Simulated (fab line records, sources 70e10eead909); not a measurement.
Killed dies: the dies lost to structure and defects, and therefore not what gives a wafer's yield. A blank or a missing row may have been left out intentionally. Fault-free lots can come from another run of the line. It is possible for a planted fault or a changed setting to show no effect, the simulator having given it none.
What tool caused it?    flow nand-harc    Sampling: 11 lots, 33 wafers, 5 of 1159 route steps

## WHAT EACH GAUGE READ, for each wafer
NHARC_THIN_TSV_THK_MEAS_02: measures by ir.
lot   measured      on             thk-nm (nm)
L973  day 21 14:23  film-metro-01  3248 3155 3037
L974  day 21 13:11  film-metro-02  2535 2626 2536
L975  day 21 15:37  film-metro-01  2894 2914 3300
L976  day 21 16:46  film-metro-01  2807 2535 3091
L977  day 21 19:10  film-metro-01  2677 2708 2644
L979  day 21 21:33  film-metro-02  2791 2700 2584
L980  day 21 20:20  film-metro-02  3367 3044 3047
L981  day 22 01:10  film-metro-01  3230 3484 3247
L982  day 22 02:22  film-metro-01  3108 3134 3170
L995  day 23 21:11  film-metro-01  2934 3065 2976
L996  day 24 13:08  film-metro-02  3183 2823 3015

NHARC_END_SORT_01.
lot   measured      on         killed-at-array  killed-at-other  killed-at-periphery  killed-dies  killed-open  killed-short
L973  day 22 17:01  prober-02  27 17 27         0 0 0            3 2 2                30 19 29     4 3 4        2 2 3
L979  day 23 17:24  prober-02  12 21 14         1 0 0            2 2 85               15 23 99     1 3 1        0 2 1
L980  day 23 08:41  prober-02  28 39 18         0 0 0            2 0 85               30 39 103    3 5 1        3 1 0
L981  day 24 00:25  prober-02  43 25 45         0 0 1            1 93 11              44 118 57    6 2 3        0 1 2
L982  day 24 08:08  prober-02  15 14 10         0 0 1            86 3 91              101 17 102   2 4 1        4 1 0

## WHAT TOOL EACH LOT RAN ON (gives the tool, then ch and the chambers of the sampled wafers, and finally the start)
lot   NHARC_P_STI_HDPCVD_20          NHARC_A_BONDPAD_PRE_CLEAN_26             NHARC_THIN_TSV_PVD_51
L973  hdpcvd-01 ch 0,1, day 3 00:36  pvd-sputter-01, day 21 14:23 or earlier  pvd-sputter-02, day 22 17:01 or earlier
L974  hdpcvd-01 ch 0,1, day 3 01:06  pvd-sputter-02, day 21 13:11 or earlier  pvd-sputter-02, no start
L975  hdpcvd-01 ch 0, day 3 15:28    pvd-sputter-02, day 21 15:37 or earlier  pvd-sputter-02, no start
L976  hdpcvd-01 ch 0,1, day 3 15:57  pvd-sputter-01, day 21 16:46 or earlier  pvd-sputter-02, no start
L977  hdpcvd-01 ch 0,1, day 3 20:48  pvd-sputter-02, day 21 19:10 or earlier  pvd-sputter-02, no start
L979  hdpcvd-01 ch 0,1, day 4 08:30  pvd-sputter-02, day 21 21:33 or earlier  pvd-sputter-02, day 23 17:24 or earlier
L980  hdpcvd-01 ch 0,1, day 4 14:37  pvd-sputter-03, day 21 20:20 or earlier  pvd-sputter-02, day 23 08:41 or earlier
L981  hdpcvd-01 ch 0,1, day 4 20:52  pvd-sputter-02, day 22 01:10 or earlier  pvd-sputter-03, day 24 00:25 or earlier
L982  hdpcvd-01 ch 0,1, day 5 04:19  pvd-sputter-03, day 22 02:22 or earlier  pvd-sputter-03, day 24 08:08 or earlier
L995  hdpcvd-01 ch 0,1, day 8 10:42  pvd-sputter-02, day 23 21:11 or earlier  pvd-sputter-01, no start
L996  hdpcvd-01 ch 0,1, day 8 14:34  pvd-sputter-02, day 24 13:08 or earlier  pvd-sputter-01, no start
- NHARC_P_STI_HDPCVD_20: deposits SiO2.
- NHARC_A_BONDPAD_PRE_CLEAN_26: time 30 s.
- NHARC_THIN_TSV_PVD_51: deposits Cu, target thk 100 nm.

## WHAT THE TOOLS THEMSELVES READ (means of the sampled wafers that have a number; where no wafer has one, the mark that the record gives instead)
NHARC_A_BONDPAD_PRE_CLEAN_26.
lot   tool            heater-power-w (W)
L973  pvd-sputter-01  440
L974  pvd-sputter-02  387
L975  pvd-sputter-02  399
L976  pvd-sputter-01  441
L977  pvd-sputter-02  416
L979  pvd-sputter-02  438
L980  pvd-sputter-03  377
L981  pvd-sputter-02  400
L982  pvd-sputter-03  339
L995  pvd-sputter-02  392
L996  pvd-sputter-02  415

NHARC_THIN_TSV_PVD_51.
lot   tool            throttle-valve-pct (%)
L973  pvd-sputter-02  30.6
L974  pvd-sputter-02  29.6
L975  pvd-sputter-02  30.2
L976  pvd-sputter-02  30.3
L977  pvd-sputter-02  29.9
L979  pvd-sputter-02  30.4
L980  pvd-sputter-02  31.0
L981  pvd-sputter-03  29.1
L982  pvd-sputter-03  29.3
L995  pvd-sputter-01  30.4
L996  pvd-sputter-01  30.2

## THE ANSWER, worked out from the rows above alone
Rule: usual is defined by the lots themselves. The widest of any qualifying gaps counts: lots, ordered by their means at a reading, are off when they make up no more than a third of the lots, leave a main group of 4 or more, and stand apart from it by 3 or more times the standard deviation of that group's means. Not used: any main group whose means are identical at the precision the tables above print for the reading. Also off: a lot with no number at a reading for which 4 or more lots have one. Where the step has rows for the other lots, those lots are counted as sound. The gauges are gone through in route order, then the tools' own readings, and for those a lot's mean is taken as printed above. The first step at which some lot is off is used, and at that step the reading that is off furthest; a lot without a number counts as furthest.
None of the lots is off at any reading shown; this tells nothing.

## WHAT WAS PUT IN BY THE SIMULATOR
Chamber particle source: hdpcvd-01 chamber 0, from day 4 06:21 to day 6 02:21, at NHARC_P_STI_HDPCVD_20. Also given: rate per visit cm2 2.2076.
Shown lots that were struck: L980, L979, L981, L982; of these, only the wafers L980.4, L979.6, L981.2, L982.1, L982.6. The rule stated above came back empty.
